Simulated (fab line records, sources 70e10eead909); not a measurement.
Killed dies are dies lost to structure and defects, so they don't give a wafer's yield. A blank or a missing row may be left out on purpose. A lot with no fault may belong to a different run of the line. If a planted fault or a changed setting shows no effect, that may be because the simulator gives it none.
Matching of chambers -- flow nand-harc -- NHARC_P_M1_DEP_33 on pecvd-03 has 3 sister chambers
The step deposits SiCN, target thk 30 nm. 18 wafers are shown with their chamber, then 9 later ones without.

== WAFERS PAIRED WITH THEIR CHAMBERS ==
wafer,chamber,heater-power-w (W),susceptor-temp-C (C),rf-fwd-power-W (W)
L078.2,1,706,369.64,448.4
L078.5,2,520,369.79,447.9
L078.6,1,714,370.00,449.5
L079.1,2,550,370.01,446.3
L079.4,2,557,370.28,446.5
L079.6,1,724,370.10,447.8
L081.1,1,761,369.76,448.2
L081.3,2,551,370.04,447.3
L081.6,1,749,369.86,447.7
L083.3,0,438,370.26,448.0
L083.4,1,717,369.92,449.2
L083.6,2,547,369.67,448.5
L085.1,1,713,369.88,447.2
L085.3,2,482,369.94,450.3
L085.4,0,468,370.21,452.8
L084.2,0,428,370.01,446.6
L084.3,2,513,369.90,447.5
L084.6,0,427,369.76,445.4

SIGNATURES (means of the wafers above)
reading,chamber 0,chamber 1,chamber 2,scatter within a chamber
heater-power-w,440.25,726.29,531.43,23.4
susceptor-temp-C,370.0600,369.8800,369.9471,0.186
rf-fwd-power-W,448.200,448.286,447.757,1.76
Rule: distance of a wafer from a chamber = root of the sum over the readings of ((wafer's reading minus chamber's mean) / reading's scatter) squared. If the next closest chamber is less than 2 further off than the closest, the wafer can't be placed; otherwise it belongs to the closest. The scatter: the root of (the sum of the squares of (reading less its chamber's mean) over the shown wafers, divided by (wafers less chambers)).

== WAFERS WHOSE CHAMBER IS MISSING ==
wafer,heater-power-w (W),susceptor-temp-C (C),rf-fwd-power-W (W)
L086.2,462,370.05,450.2
L086.4,463,370.11,449.4
L086.5,753,369.96,449.5
L087.1,441,370.00,449.2
L087.2,576,370.34,449.7
L087.3,751,369.78,446.2
L095.2,490,369.79,449.4
L095.4,676,369.85,448.5
L095.5,506,369.91,448.2

== CHAMBER TAKEN BY EACH ==
wafer,from the rows above,in truth
L086.2,can't be placed: 0 or 2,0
L086.4,can't be placed: 0 or 2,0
L086.5,1,1
L087.1,0,0
L087.2,2,2
L087.3,1,1
L095.2,can't be placed: 2 or 0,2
L095.4,1,1
L095.5,can't be placed: 2 or 0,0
5 of 9 placed correctly. Can't be placed from these rows: 4 (the true chamber is among the candidates in 4). Placed wrongly: 0.
